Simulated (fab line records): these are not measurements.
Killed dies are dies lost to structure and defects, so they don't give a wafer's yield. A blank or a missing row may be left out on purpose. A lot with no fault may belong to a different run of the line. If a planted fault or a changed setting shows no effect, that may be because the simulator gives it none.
Which tool did it? :: flow nand-harc :: Sampling: 24 lots, 72 wafers, 6 of 1302 route steps

## WHAT EACH GAUGE READ, for each wafer
NHARC_P_M2_CD_MEAS_16. Usual: cd-nm at 169.7 nm, with a standard deviation of 0.9.
lot: L074
measured: day 6 07:35
on: cd-sem-02
cd-nm (nm): 169.5 169.4 170.1
flag: 

lot: L075
measured: day 6 22:10
on: cd-sem-03
cd-nm (nm): 168.7 170.3 168.8
flag: 

lot: L076
measured: day 7 05:25
on: cd-sem-01
cd-nm (nm): 170.2 170.6 169.9
flag: 

lot: L077
measured: day 7 11:58
on: cd-sem-03
cd-nm (nm): 170.8 171.3 170.3
flag: 

lot: L078
measured: day 8 01:51
on: cd-sem-02
cd-nm (nm): 170.5 170.7 170.0
flag: 

lot: L080
measured: day 8 20:26
on: cd-sem-01
cd-nm (nm): 169.0 169.4 168.5
flag: 

lot: L079
measured: day 8 21:20
on: cd-sem-01
cd-nm (nm): 169.5 168.7 169.3
flag: 

lot: L081
measured: day 9 11:33
on: cd-sem-02
cd-nm (nm): 169.8 170.3 168.9
flag: 

lot: L082
measured: day 10 10:01
on: cd-sem-01
cd-nm (nm): 168.9 169.5 169.1
flag: 

lot: L083
measured: day 10 20:33
on: cd-sem-03
cd-nm (nm): 169.7 170.0 169.6
flag: 

lot: L084
measured: day 11 00:07
on: cd-sem-01
cd-nm (nm): 170.9 169.9 170.3
flag: 

lot: L085
measured: day 11 05:27
on: cd-sem-03
cd-nm (nm): 170.7 170.6 170.7
flag: 

lot: L086
measured: day 11 08:46
on: cd-sem-01
cd-nm (nm): 169.4 169.7 167.9
flag: 

lot: L087
measured: day 11 16:49
on: cd-sem-02
cd-nm (nm): 171.5 170.3 170.5
flag: 

lot: L088
measured: day 12 16:19
on: cd-sem-02
cd-nm (nm): 169.5 169.4 168.9
flag: 

lot: L089
measured: day 13 02:28
on: cd-sem-03
cd-nm (nm): 169.4 169.5 168.8
flag: 

lot: L090
measured: day 13 08:43
on: cd-sem-03
cd-nm (nm): 170.6 171.5 169.7
flag: 

lot: L091
measured: day 13 12:14
on: cd-sem-02
cd-nm (nm): 168.5 168.6 168.6
flag: 

lot: L092
measured: day 13 17:59
on: cd-sem-03
cd-nm (nm): 169.7 167.7 169.4
flag: 

lot: L093
measured: day 14 07:22
on: cd-sem-03
cd-nm (nm): 169.6 171.0 169.6
flag: 

lot: L094
measured: day 14 14:52
on: cd-sem-03
cd-nm (nm): 169.1 168.7 170.1
flag: 

lot: L095
measured: day 15 01:56
on: cd-sem-02
cd-nm (nm): 168.7 169.7 169.9
flag: 

lot: L096
measured: day 15 20:55
on: cd-sem-03
cd-nm (nm): 168.4 168.5 169.0
flag: 

lot: L097
measured: day 16 02:27
on: cd-sem-03
cd-nm (nm): 169.0 170.5 169.9
flag: 

NHARC_P_BONDPAD_THK_MEAS_33: measures by ellipsometry. Usual: thk-nm at 199.4 nm, with a standard deviation of 1.6.
lot: L074
measured: day 6 11:04
on: film-metro-01
thk-nm (nm): 201.4 199.9 201.5
flag: 

lot: L075
measured: day 7 01:47
on: film-metro-02
thk-nm (nm): 197.7 200.1 203.5
flag: 

lot: L076
measured: day 7 08:53
on: film-metro-01
thk-nm (nm): 197.5 198.2 198.8
flag: 

lot: L077
measured: day 7 15:34
on: film-metro-01
thk-nm (nm): 202.3 199.1 204.0
flag: 

lot: L078
measured: day 8 05:23
on: film-metro-01
thk-nm (nm): 200.4 198.4 200.1
flag: 

lot: L080
measured: day 8 23:56
on: film-metro-01
thk-nm (nm): 203.0 201.2 200.5
flag: 

lot: L079
measured: day 9 00:49
on: film-metro-01
thk-nm (nm): 197.2 196.9 195.7
flag: 

lot: L081
measured: day 9 15:09
on: film-metro-02
thk-nm (nm): 200.3 200.0 201.8
flag: 

lot: L082
measured: day 10 13:44
on: film-metro-02
thk-nm (nm): 199.1 200.3 199.6
flag: 

lot: L083
measured: day 11 00:00
on: film-metro-01
thk-nm (nm): 201.4 199.7 199.5
flag: 

lot: L084
measured: day 11 03:35
on: film-metro-02
thk-nm (nm): 196.0 200.2 197.9
flag: 

lot: L085
measured: day 11 08:56
on: film-metro-01
thk-nm (nm): 199.2 199.6 198.6
flag: 

lot: L086
measured: day 11 12:14
on: film-metro-02
thk-nm (nm): 199.7 201.3 199.4
flag: 

lot: L087
measured: day 11 20:23
on: film-metro-01
thk-nm (nm): 198.7 198.4 199.4
flag: 

lot: L088
measured: day 12 19:53
on: film-metro-01
thk-nm (nm): 200.9 202.3 198.9
flag: 

lot: L089
measured: day 13 06:05
on: film-metro-01
thk-nm (nm): 201.4 198.3 196.7
flag: 

lot: L090
measured: day 13 12:14
on: film-metro-02
thk-nm (nm): 198.9 198.4 199.5
flag: 

lot: L091
measured: day 13 15:44
on: film-metro-01
thk-nm (nm): 200.5 202.4 198.0
flag: 

lot: L092
measured: day 13 21:31
on: film-metro-02
thk-nm (nm): 198.5 200.6 198.2
flag: 

lot: L093
measured: day 14 10:51
on: film-metro-02
thk-nm (nm): 200.1 199.4 199.3
flag: 

lot: L094
measured: day 14 18:22
on: film-metro-02
thk-nm (nm): 199.6 200.4 197.4
flag: 

lot: L095
measured: day 15 05:35
on: film-metro-01
thk-nm (nm): 199.9 200.5 199.3
flag: 

lot: L096
measured: day 16 00:26
on: film-metro-01
thk-nm (nm): 198.8 199.8 194.9
flag: 

lot: L097
measured: day 16 05:58
on: film-metro-02
thk-nm (nm): 198.5 199.4 200.0
flag: 

NHARC_A_START_INSPECT_01. Usual: raw-defect-count at 3.3, with a standard deviation of 1.8.
lot: L074
measured: day 6 14:47
on: defect-inspect-02
raw-defect-count: 1 3 3
flag: 

lot: L075
measured: day 7 05:27
on: defect-inspect-01
raw-defect-count: 4 4 1
flag: 

lot: L076
measured: day 7 13:01
on: defect-inspect-01
raw-defect-count: 2 5 7
flag: 

lot: L077
measured: day 7 19:23
on: defect-inspect-01
raw-defect-count: 3 4 3
flag: 

lot: L078
measured: day 8 09:17
on: defect-inspect-02
raw-defect-count: 5 4 2
flag: 

lot: L080
measured: day 9 03:51
on: defect-inspect-02
raw-defect-count: 2 6 2
flag: 

lot: L079
measured: day 9 04:49
on: defect-inspect-01
raw-defect-count: 4 2 3
flag: 

lot: L081
measured: day 9 18:50
on: defect-inspect-02
raw-defect-count: 3 2 9
flag: 

lot: L082
measured: day 10 17:35
on: defect-inspect-02
raw-defect-count: 5 3 5
flag: 

lot: L083
measured: day 11 03:44
on: defect-inspect-02
raw-defect-count: 3 1 6
flag: 

lot: L084
measured: day 11 07:43
on: defect-inspect-02
raw-defect-count: 1 6 4
flag: 

lot: L085
measured: day 11 12:49
on: defect-inspect-02
raw-defect-count: 6 1 4
flag: 

lot: L086
measured: day 11 16:10
on: defect-inspect-02
raw-defect-count: 4 3 4
flag: 

lot: L087
measured: day 12 00:02
on: defect-inspect-02
raw-defect-count: 1 4 2
flag: 

lot: L088
measured: day 12 23:41
on: defect-inspect-02
raw-defect-count: 6 7 5
flag: 

lot: L089
measured: day 13 10:02
on: defect-inspect-02
raw-defect-count: 4 4 6
flag: 

lot: L090
measured: day 13 16:23
on: defect-inspect-02
raw-defect-count: 1 2 4
flag: 

lot: L091
measured: day 13 19:31
on: defect-inspect-01
raw-defect-count: 3 5 2
flag: 

lot: L092
measured: day 14 01:19
on: defect-inspect-01
raw-defect-count: 4 3 3
flag: 

lot: L093
measured: day 14 14:42
on: defect-inspect-01
raw-defect-count: 5 3 6
flag: 

lot: L094
measured: day 14 22:01
on: defect-inspect-02
raw-defect-count: 2 3 5
flag: 

lot: L095
measured: day 15 09:31
on: defect-inspect-02
raw-defect-count: 5 4 3
flag: 

lot: L096
measured: day 16 04:08
on: defect-inspect-02
raw-defect-count: 7 3 8
flag: 

lot: L097
measured: day 16 09:38
on: defect-inspect-02
raw-defect-count: 3 3 5
flag: 

## WHAT TOOL EACH LOT RAN ON (gives the tool, then ch and the chambers of the sampled wafers, and finally the start)
lot: L074
NHARC_P_M2_DEP_33: pecvd-04 ch 0,1,2, day 6 10:02
NHARC_P_BONDPAD_DESCUM_11: rie-diel-11 ch 1,2, day 6 11:44
NHARC_P_BONDPAD_ETCH_37: rie-diel-11 ch 1,2,3, day 6 11:50

lot: L075
NHARC_P_M2_DEP_33: pecvd-04 ch 0,1, day 7 00:34
NHARC_P_BONDPAD_DESCUM_11: rie-diel-11 ch 1,3, day 7 02:26
NHARC_P_BONDPAD_ETCH_37: rie-diel-11 ch 0,2, day 7 02:31

lot: L076
NHARC_P_M2_DEP_33: pecvd-04 ch 0,1, day 7 07:49
NHARC_P_BONDPAD_DESCUM_11: rie-diel-01 ch 0,2, day 7 09:39
NHARC_P_BONDPAD_ETCH_37: rie-diel-01 ch 0,1,2, day 7 09:45

lot: L077
NHARC_P_M2_DEP_33: pecvd-04 ch 0,2, day 7 14:31
NHARC_P_BONDPAD_DESCUM_11: rie-diel-12 ch 0,2, day 7 16:14
NHARC_P_BONDPAD_ETCH_37: rie-diel-12 ch 1,2,3, day 7 16:19

lot: L078
NHARC_P_M2_DEP_33: pecvd-02 ch 0,2, day 8 04:19
NHARC_P_BONDPAD_DESCUM_11: rie-diel-01 ch 0,3, day 8 06:11
NHARC_P_BONDPAD_ETCH_37: rie-diel-01 ch 1,3, day 8 06:16

lot: L080
NHARC_P_M2_DEP_33: pecvd-04 ch 1,2, day 8 22:52
NHARC_P_BONDPAD_DESCUM_11: rie-diel-01 ch 0,1,3, day 9 00:45
NHARC_P_BONDPAD_ETCH_37: rie-diel-01 ch 0,3, day 9 00:51

lot: L079
NHARC_P_M2_DEP_33: pecvd-02 ch 0,1,2, day 8 23:47
NHARC_P_BONDPAD_DESCUM_11: rie-diel-01 ch 0,3, day 9 01:35
NHARC_P_BONDPAD_ETCH_37: rie-diel-01 ch 0,1,3, day 9 01:42

lot: L081
NHARC_P_M2_DEP_33: pecvd-04 ch 1,2, day 9 14:05
NHARC_P_BONDPAD_DESCUM_11: rie-diel-11 ch 2,3, day 9 15:48
NHARC_P_BONDPAD_ETCH_37: rie-diel-11 ch 0,3, day 9 15:53

lot: L082
NHARC_P_M2_DEP_33: pecvd-04 ch 0,1, day 10 12:32
NHARC_P_BONDPAD_DESCUM_11: rie-diel-11 ch 0,1,2, day 10 14:33
NHARC_P_BONDPAD_ETCH_37: rie-diel-11 ch 0,1, day 10 14:38

lot: L083
NHARC_P_M2_DEP_33: pecvd-04 ch 0,1,2, day 10 22:57
NHARC_P_BONDPAD_DESCUM_11: rie-diel-01 ch 0,1,3, day 11 00:40
NHARC_P_BONDPAD_ETCH_37: rie-diel-01 ch 0,1,2, day 11 00:45

lot: L084
NHARC_P_M2_DEP_33: pecvd-04 ch 1,2, day 11 02:31
NHARC_P_BONDPAD_DESCUM_11: rie-diel-01 ch 0,2,3, day 11 04:23
NHARC_P_BONDPAD_ETCH_37: rie-diel-01 ch 1,3, day 11 04:27

lot: L085
NHARC_P_M2_DEP_33: pecvd-02 ch 0,1, day 11 07:54
NHARC_P_BONDPAD_DESCUM_11: rie-diel-11 ch 0,2,3, day 11 09:43
NHARC_P_BONDPAD_ETCH_37: rie-diel-11 ch 0,3, day 11 09:49

lot: L086
NHARC_P_M2_DEP_33: pecvd-02 ch 0,1, day 11 11:11
NHARC_P_BONDPAD_DESCUM_11: rie-diel-12 ch 1,2,3, day 11 13:02
NHARC_P_BONDPAD_ETCH_37: rie-diel-12 ch 1,2, day 11 13:08

lot: L087
NHARC_P_M2_DEP_33: pecvd-04 ch 0,1, day 11 19:24
NHARC_P_BONDPAD_DESCUM_11: rie-diel-12 ch 1,2, day 11 21:02
NHARC_P_BONDPAD_ETCH_37: rie-diel-12 ch 0,2,3, day 11 21:08

lot: L088
NHARC_P_M2_DEP_33: pecvd-04 ch 0,1, day 12 18:51
NHARC_P_BONDPAD_DESCUM_11: rie-diel-11 ch 1,2,3, day 12 20:40
NHARC_P_BONDPAD_ETCH_37: rie-diel-11 ch 0,1,3, day 12 20:45

lot: L089
NHARC_P_M2_DEP_33: pecvd-04 ch 1,2, day 13 05:01
NHARC_P_BONDPAD_DESCUM_11: rie-diel-01 ch 1,2, day 13 06:53
NHARC_P_BONDPAD_ETCH_37: rie-diel-01 ch 0,2, day 13 06:58

lot: L090
NHARC_P_M2_DEP_33: pecvd-03 ch 0,1, day 13 11:09
NHARC_P_BONDPAD_DESCUM_11: rie-diel-11 ch 1,2, day 13 12:54
NHARC_P_BONDPAD_ETCH_37: rie-diel-11 ch 0,1,3, day 13 13:00

lot: L091
NHARC_P_M2_DEP_33: pecvd-04 ch 0,2, day 13 14:46
NHARC_P_BONDPAD_DESCUM_11: rie-diel-12 ch 0,3, day 13 16:23
NHARC_P_BONDPAD_ETCH_37: rie-diel-12 ch 0,1, day 13 16:29

lot: L092
NHARC_P_M2_DEP_33: pecvd-03 ch 0,2, day 13 20:25
NHARC_P_BONDPAD_DESCUM_11: rie-diel-12 ch 0,1, day 13 22:18
NHARC_P_BONDPAD_ETCH_37: rie-diel-12 ch 0,2,3, day 13 22:24

lot: L093
NHARC_P_M2_DEP_33: pecvd-02 ch 0,1,2, day 14 09:47
NHARC_P_BONDPAD_DESCUM_11: rie-diel-01 ch 0,1,3, day 14 11:38
NHARC_P_BONDPAD_ETCH_37: rie-diel-01 ch 0,1,3, day 14 11:44

lot: L094
NHARC_P_M2_DEP_33: pecvd-02 ch 1,2, day 14 17:20
NHARC_P_BONDPAD_DESCUM_11: rie-diel-01 ch 1,2, day 14 19:01
NHARC_P_BONDPAD_ETCH_37: rie-diel-01 ch 0,2, day 14 19:05

lot: L095
NHARC_P_M2_DEP_33: pecvd-02 ch 0,2, day 15 04:32
NHARC_P_BONDPAD_DESCUM_11: rie-diel-12 ch 0,1, day 15 06:14
NHARC_P_BONDPAD_ETCH_37: rie-diel-12 ch 0,3, day 15 06:19

lot: L096
NHARC_P_M2_DEP_33: pecvd-03 ch 0,1, day 15 23:25
NHARC_P_BONDPAD_DESCUM_11: rie-diel-12 ch 1,2,3, day 16 01:07
NHARC_P_BONDPAD_ETCH_37: rie-diel-12 ch 1,3, day 16 01:11

lot: L097
NHARC_P_M2_DEP_33: pecvd-03 ch 1,2, day 16 04:54
NHARC_P_BONDPAD_DESCUM_11: rie-diel-12 ch 0,2,3, day 16 06:38
NHARC_P_BONDPAD_ETCH_37: rie-diel-12 ch 0,1,3, day 16 06:43
- NHARC_P_M2_DEP_33: deposits SiCN, target thk 30 nm.
- NHARC_P_BONDPAD_DESCUM_11: chemistry O2, time 3 s.
- NHARC_P_BONDPAD_ETCH_37: etches the open film in N2/H2, target depth 60 nm, overetch 18 nm, time 65.91 s.

## WHAT THE TOOLS THEMSELVES READ (means of the sampled wafers that have a number; where no wafer has one, the mark that the record gives instead)
NHARC_P_M2_DEP_33. Usual: heater-power-w at 623 W, with a standard deviation of 73.
lot: L074
tool: pecvd-04
heater-power-w (W): 657
flag: 

lot: L075
tool: pecvd-04
heater-power-w (W): 607
flag: 

lot: L076
tool: pecvd-04
heater-power-w (W): 678
flag: 

lot: L077
tool: pecvd-04
heater-power-w (W): 571
flag: 

lot: L078
tool: pecvd-02
heater-power-w (W): 540
flag: 

lot: L080
tool: pecvd-04
heater-power-w (W): 620
flag: 

lot: L079
tool: pecvd-02
heater-power-w (W): 631
flag: 

lot: L081
tool: pecvd-04
heater-power-w (W): 594
flag: 

lot: L082
tool: pecvd-04
heater-power-w (W): 599
flag: 

lot: L083
tool: pecvd-04
heater-power-w (W): 641
flag: 

lot: L084
tool: pecvd-04
heater-power-w (W): 609
flag: 

lot: L085
tool: pecvd-02
heater-power-w (W): 622
flag: 

lot: L086
tool: pecvd-02
heater-power-w (W): 732
flag: 

lot: L087
tool: pecvd-04
heater-power-w (W): 551
flag: 

lot: L088
tool: pecvd-04
heater-power-w (W): 631
flag: 

lot: L089
tool: pecvd-04
heater-power-w (W): 525
flag: 

lot: L090
tool: pecvd-03
heater-power-w (W): 634
flag: 

lot: L091
tool: pecvd-04
heater-power-w (W): 708
flag: 

lot: L092
tool: pecvd-03
heater-power-w (W): 602
flag: 

lot: L093
tool: pecvd-02
heater-power-w (W): 650
flag: 

lot: L094
tool: pecvd-02
heater-power-w (W): 630
flag: 

lot: L095
tool: pecvd-02
heater-power-w (W): 561
flag: 

lot: L096
tool: pecvd-03
heater-power-w (W): 638
flag: 

lot: L097
tool: pecvd-03
heater-power-w (W): 573
flag: 

NHARC_P_BONDPAD_DESCUM_11. Usual: drypump-motor-current-A 5.7 A, standard deviation 0.62; oes-product-au 0.999 a.u., standard deviation 0.011; rf-vpp-V 57.6 V, standard deviation 0.9; showerhead-plenum-p-Torr 1.87 Torr, standard deviation 0.076; throttle-valve-pct 11.311 %, standard deviation 0.0093.
lot: L074
tool: rie-diel-11
drypump-motor-current-A (A): 6.5
oes-product-au (a.u.): 1.006
rf-vpp-V (V): 57.5
showerhead-plenum-p-Torr (Torr): 1.88
throttle-valve-pct (%): 11.306
flag: 

lot: L075
tool: rie-diel-11
drypump-motor-current-A (A): 6.0
oes-product-au (a.u.): 0.996
rf-vpp-V (V): 58.2
showerhead-plenum-p-Torr (Torr): 1.94
throttle-valve-pct (%): 11.303
flag: 

lot: L076
tool: rie-diel-01
drypump-motor-current-A (A): 5.2
oes-product-au (a.u.): 0.983
rf-vpp-V (V): 57.3
showerhead-plenum-p-Torr (Torr): 1.92
throttle-valve-pct (%): 11.308
flag: 

lot: L077
tool: rie-diel-12
drypump-motor-current-A (A): 5.3
oes-product-au (a.u.): 1.001
rf-vpp-V (V): 57.4
showerhead-plenum-p-Torr (Torr): 1.86
throttle-valve-pct (%): 11.310
flag: 

lot: L078
tool: rie-diel-01
drypump-motor-current-A (A): 5.5
oes-product-au (a.u.): 1.005
rf-vpp-V (V): 59.2
showerhead-plenum-p-Torr (Torr): 1.93
throttle-valve-pct (%): 11.323
flag: 

lot: L080
tool: rie-diel-01
drypump-motor-current-A (A): 5.7
oes-product-au (a.u.): 1.000
rf-vpp-V (V): 57.1
showerhead-plenum-p-Torr (Torr): 1.90
throttle-valve-pct (%): 11.310
flag: 

lot: L079
tool: rie-diel-01
drypump-motor-current-A (A): 5.2
oes-product-au (a.u.): 0.994
rf-vpp-V (V): 58.0
showerhead-plenum-p-Torr (Torr): 1.96
throttle-valve-pct (%): 11.308
flag: 

lot: L081
tool: rie-diel-11
drypump-motor-current-A (A): 5.4
oes-product-au (a.u.): 1.006
rf-vpp-V (V): 58.3
showerhead-plenum-p-Torr (Torr): 1.81
throttle-valve-pct (%): 11.308
flag: 

lot: L082
tool: rie-diel-11
drypump-motor-current-A (A): 6.4
oes-product-au (a.u.): 1.013
rf-vpp-V (V): 57.5
showerhead-plenum-p-Torr (Torr): 1.88
throttle-valve-pct (%): 11.315
flag: 

lot: L083
tool: rie-diel-01
drypump-motor-current-A (A): 5.7
oes-product-au (a.u.): 1.006
rf-vpp-V (V): 58.5
showerhead-plenum-p-Torr (Torr): 1.90
throttle-valve-pct (%): 11.308
flag: 

lot: L084
tool: rie-diel-01
drypump-motor-current-A (A): 5.3
oes-product-au (a.u.): 0.995
rf-vpp-V (V): 58.4
showerhead-plenum-p-Torr (Torr): 1.92
throttle-valve-pct (%): 11.312
flag: 

lot: L085
tool: rie-diel-11
drypump-motor-current-A (A): 5.9
oes-product-au (a.u.): 1.015
rf-vpp-V (V): 57.3
showerhead-plenum-p-Torr (Torr): 1.81
throttle-valve-pct (%): 11.313
flag: 

lot: L086
tool: rie-diel-12
drypump-motor-current-A (A): 5.7
oes-product-au (a.u.): 0.988
rf-vpp-V (V): 57.5
showerhead-plenum-p-Torr (Torr): 1.83
throttle-valve-pct (%): 11.312
flag: 

lot: L087
tool: rie-diel-12
drypump-motor-current-A (A): 5.9
oes-product-au (a.u.): 0.995
rf-vpp-V (V): 56.9
showerhead-plenum-p-Torr (Torr): 1.80
throttle-valve-pct (%): 11.319
flag: 

lot: L088
tool: rie-diel-11
drypump-motor-current-A (A): 5.9
oes-product-au (a.u.): 0.994
rf-vpp-V (V): 57.4
showerhead-plenum-p-Torr (Torr): 1.88
throttle-valve-pct (%): 11.304
flag: 

lot: L089
tool: rie-diel-01
drypump-motor-current-A (A): 6.0
oes-product-au (a.u.): 0.994
rf-vpp-V (V): 57.8
showerhead-plenum-p-Torr (Torr): 1.83
throttle-valve-pct (%): 11.309
flag: 

lot: L090
tool: rie-diel-11
drypump-motor-current-A (A): 6.4
oes-product-au (a.u.): 0.996
rf-vpp-V (V): 56.3
showerhead-plenum-p-Torr (Torr): 1.88
throttle-valve-pct (%): 11.305
flag: 

lot: L091
tool: rie-diel-12
drypump-motor-current-A (A): 5.2
oes-product-au (a.u.): 0.993
rf-vpp-V (V): 57.8
showerhead-plenum-p-Torr (Torr): 1.90
throttle-valve-pct (%): 11.310
flag: 

lot: L092
tool: rie-diel-12
drypump-motor-current-A (A): 5.7
oes-product-au (a.u.): 0.992
rf-vpp-V (V): 57.6
showerhead-plenum-p-Torr (Torr): 1.84
throttle-valve-pct (%): 11.308
flag: 

lot: L093
tool: rie-diel-01
drypump-motor-current-A (A): 5.7
oes-product-au (a.u.): 1.000
rf-vpp-V (V): 58.0
showerhead-plenum-p-Torr (Torr): 1.90
throttle-valve-pct (%): 11.324
flag: 

lot: L094
tool: rie-diel-01
drypump-motor-current-A (A): 6.0
oes-product-au (a.u.): 0.992
rf-vpp-V (V): 57.2
showerhead-plenum-p-Torr (Torr): 1.83
throttle-valve-pct (%): 11.314
flag: 

lot: L095
tool: rie-diel-12
drypump-motor-current-A (A): 5.7
oes-product-au (a.u.): 0.993
rf-vpp-V (V): 56.7
showerhead-plenum-p-Torr (Torr): 1.84
throttle-valve-pct (%): 11.308
flag: 

lot: L096
tool: rie-diel-12
drypump-motor-current-A (A): 5.8
oes-product-au (a.u.): 0.993
rf-vpp-V (V): 57.6
showerhead-plenum-p-Torr (Torr): 1.83
throttle-valve-pct (%): 11.314
flag: 

lot: L097
tool: rie-diel-12
drypump-motor-current-A (A): 5.3
oes-product-au (a.u.): 0.997
rf-vpp-V (V): 57.6
showerhead-plenum-p-Torr (Torr): 1.88
throttle-valve-pct (%): 11.308
flag: 

NHARC_P_BONDPAD_ETCH_37. Usual: drypump-motor-current-A 5.7 A, standard deviation 0.61; oes-product-au 1.000 a.u., standard deviation 0.01; rf-vpp-V 429.2 V, standard deviation 2.5; showerhead-plenum-p-Torr 2.00 Torr, standard deviation 0.082; throttle-valve-pct 14.170 %, standard deviation 0.0089.
lot: L074
tool: rie-diel-11
drypump-motor-current-A (A): 6.0
oes-product-au (a.u.): 1.008
rf-vpp-V (V): 429.4
showerhead-plenum-p-Torr (Torr): 2.00
throttle-valve-pct (%): 14.170
flag: 

lot: L075
tool: rie-diel-11
drypump-motor-current-A (A): 6.5
oes-product-au (a.u.): 1.012
rf-vpp-V (V): 427.6
showerhead-plenum-p-Torr (Torr): 1.94
throttle-valve-pct (%): 14.170
flag: 

lot: L076
tool: rie-diel-01
drypump-motor-current-A (A): 5.5
oes-product-au (a.u.): 1.000
rf-vpp-V (V): 430.0
showerhead-plenum-p-Torr (Torr): 2.02
throttle-valve-pct (%): 14.168
flag: 

lot: L077
tool: rie-diel-12
drypump-motor-current-A (A): 5.7
oes-product-au (a.u.): 0.999
rf-vpp-V (V): 427.8
showerhead-plenum-p-Torr (Torr): 1.95
throttle-valve-pct (%): 14.168
flag: 

lot: L078
tool: rie-diel-01
drypump-motor-current-A (A): 6.0
oes-product-au (a.u.): 1.003
rf-vpp-V (V): 428.5
showerhead-plenum-p-Torr (Torr): 1.99
throttle-valve-pct (%): 14.172
flag: 

lot: L080
tool: rie-diel-01
drypump-motor-current-A (A): 5.2
oes-product-au (a.u.): 0.998
rf-vpp-V (V): 432.2
showerhead-plenum-p-Torr (Torr): 2.09
throttle-valve-pct (%): 14.171
flag: 

lot: L079
tool: rie-diel-01
drypump-motor-current-A (A): 5.7
oes-product-au (a.u.): 0.997
rf-vpp-V (V): 429.5
showerhead-plenum-p-Torr (Torr): 2.03
throttle-valve-pct (%): 14.173
flag: 

lot: L081
tool: rie-diel-11
drypump-motor-current-A (A): 5.9
oes-product-au (a.u.): 1.010
rf-vpp-V (V): 427.2
showerhead-plenum-p-Torr (Torr): 1.93
throttle-valve-pct (%): 14.168
flag: 

lot: L082
tool: rie-diel-11
drypump-motor-current-A (A): 6.4
oes-product-au (a.u.): 1.010
rf-vpp-V (V): 429.4
showerhead-plenum-p-Torr (Torr): 2.01
throttle-valve-pct (%): 14.169
flag: 

lot: L083
tool: rie-diel-01
drypump-motor-current-A (A): 5.5
oes-product-au (a.u.): 0.989
rf-vpp-V (V): 430.0
showerhead-plenum-p-Torr (Torr): 2.02
throttle-valve-pct (%): 14.174
flag: 

lot: L084
tool: rie-diel-01
drypump-motor-current-A (A): 6.1
oes-product-au (a.u.): 0.995
rf-vpp-V (V): 428.4
showerhead-plenum-p-Torr (Torr): 1.96
throttle-valve-pct (%): 14.168
flag: 

lot: L085
tool: rie-diel-11
drypump-motor-current-A (A): 5.9
oes-product-au (a.u.): 1.015
rf-vpp-V (V): 427.5
showerhead-plenum-p-Torr (Torr): 1.93
throttle-valve-pct (%): 14.169
flag: 

lot: L086
tool: rie-diel-12
drypump-motor-current-A (A): 5.8
oes-product-au (a.u.): 0.995
rf-vpp-V (V): 427.0
showerhead-plenum-p-Torr (Torr): 1.92
throttle-valve-pct (%): 14.177
flag: 

lot: L087
tool: rie-diel-12
drypump-motor-current-A (A): 5.3
oes-product-au (a.u.): 0.995
rf-vpp-V (V): 429.7
showerhead-plenum-p-Torr (Torr): 2.01
throttle-valve-pct (%): 14.172
flag: 

lot: L088
tool: rie-diel-11
drypump-motor-current-A (A): 6.0
oes-product-au (a.u.): 0.997
rf-vpp-V (V): 429.6
showerhead-plenum-p-Torr (Torr): 2.00
throttle-valve-pct (%): 14.173
flag: 

lot: L089
tool: rie-diel-01
drypump-motor-current-A (A): 5.0
oes-product-au (a.u.): 0.996
rf-vpp-V (V): 432.1
showerhead-plenum-p-Torr (Torr): 2.09
throttle-valve-pct (%): 14.172
flag: 

lot: L090
tool: rie-diel-11
drypump-motor-current-A (A): 5.9
oes-product-au (a.u.): 1.004
rf-vpp-V (V): 429.7
showerhead-plenum-p-Torr (Torr): 2.00
throttle-valve-pct (%): 14.171
flag: 

lot: L091
tool: rie-diel-12
drypump-motor-current-A (A): 5.7
oes-product-au (a.u.): 1.002
rf-vpp-V (V): 428.3
showerhead-plenum-p-Torr (Torr): 1.97
throttle-valve-pct (%): 14.167
flag: 

lot: L092
tool: rie-diel-12
drypump-motor-current-A (A): 5.3
oes-product-au (a.u.): 1.000
rf-vpp-V (V): 429.4
showerhead-plenum-p-Torr (Torr): 2.00
throttle-valve-pct (%): 14.180
flag: 

lot: L093
tool: rie-diel-01
drypump-motor-current-A (A): 5.7
oes-product-au (a.u.): 1.004
rf-vpp-V (V): 429.5
showerhead-plenum-p-Torr (Torr): 2.03
throttle-valve-pct (%): 14.166
flag: 

lot: L094
tool: rie-diel-01
drypump-motor-current-A (A): 5.0
oes-product-au (a.u.): 0.996
rf-vpp-V (V): 432.1
showerhead-plenum-p-Torr (Torr): 2.09
throttle-valve-pct (%): 14.178
flag: 

lot: L095
tool: rie-diel-12
drypump-motor-current-A (A): 5.3
oes-product-au (a.u.): 0.994
rf-vpp-V (V): 430.0
showerhead-plenum-p-Torr (Torr): 2.03
throttle-valve-pct (%): 14.178
flag: 

lot: L096
tool: rie-diel-12
drypump-motor-current-A (A): 5.9
oes-product-au (a.u.): 0.990
rf-vpp-V (V): 428.0
showerhead-plenum-p-Torr (Torr): 1.94
throttle-valve-pct (%): 14.172
flag: 

lot: L097
tool: rie-diel-12
drypump-motor-current-A (A): 5.4
oes-product-au (a.u.): 0.989
rf-vpp-V (V): 429.9
showerhead-plenum-p-Torr (Torr): 2.00
throttle-valve-pct (%): 14.163
flag: 

## THE ANSWER, worked out from the rows above alone
Rule: a lot is off if the mean of its wafers that have a number lies more than 3 standard deviations from the usual mean. A lot without any number at a reading at which 4 lots or more have one is off too. Where the step has rows for the other lots, those lots are counted as sound. The gauges are gone through in route order, then the tools' own readings, and for those a lot's mean is taken as printed above. The first step at which some lot is off is used, and at that step the reading that is off furthest; a lot without a number counts as furthest.
No lot is off at any reading shown: from this, nothing can be told.

## WHAT HAD BEEN PUT IN BY THE SIMULATOR
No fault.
